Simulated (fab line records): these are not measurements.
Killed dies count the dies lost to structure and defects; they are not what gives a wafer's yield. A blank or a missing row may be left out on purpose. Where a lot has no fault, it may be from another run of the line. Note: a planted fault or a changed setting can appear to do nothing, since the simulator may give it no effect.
Chamber matching	flow n5Finfet	N5_GATE_CUT_CMP_23 on cmp-02: 4 sister chambers
The step polishes, stops on SiO2, t overpolish 23.4 s, target thk 16 nm. 7 wafers are shown with their chamber, then 7 later ones without.

## WAFERS, EACH WITH ITS CHAMBER
wafer	chamber	motorCurrentA (A)	overpolishRunS (s)
L719.4	0	10.1	23.384
L720.2	1	9.3	23.394
L720.4	3	9.6	23.400
L723.2	3	9.5	23.404
L723.5	2	8.3	23.412
L725.1	2	8.5	23.403
L725.3	1	9.2	23.399

## WAFERS MISSING THEIR CHAMBER
wafer	motorCurrentA (A)	overpolishRunS (s)
L725.6	9.9	23.397
L726.2	8.7	23.404
L726.3	9.8	23.396
L726.6	9.4	23.396
L738.2	9.2	23.402
L738.4	8.4	23.393
L738.6	9.5	23.396

## CHAMBER TAKEN BY EACH
wafer	from the rows above	in truth
L725.6	can't be placed: 0 or 3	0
L726.2	2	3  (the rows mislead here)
L726.3	can't be placed: 3 or 0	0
L726.6	can't be placed: 1 or 3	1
L738.2	1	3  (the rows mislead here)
L738.4	2	2
L738.6	can't be placed: 3 or 1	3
Correctly placed: 1 of 7. Can't be placed from these rows: 4 (the true chamber is among the candidates in 4). Placed wrongly: 2.
How it was worked out, from the rows above alone: a wafer's distance from a chamber is the root of the sum, over the readings, of the square of ((its reading less the chamber's mean) divided by the reading's scatter). If the next closest chamber is less than 2 further off than the closest, the wafer can't be placed; otherwise it belongs to the closest. For every chamber, the mean is computed from those of its wafers that are shown. The scatter is the square root of a quotient: the sum, over the shown wafers, of each reading's squared deviation from its chamber's mean, divided by wafers minus chambers.
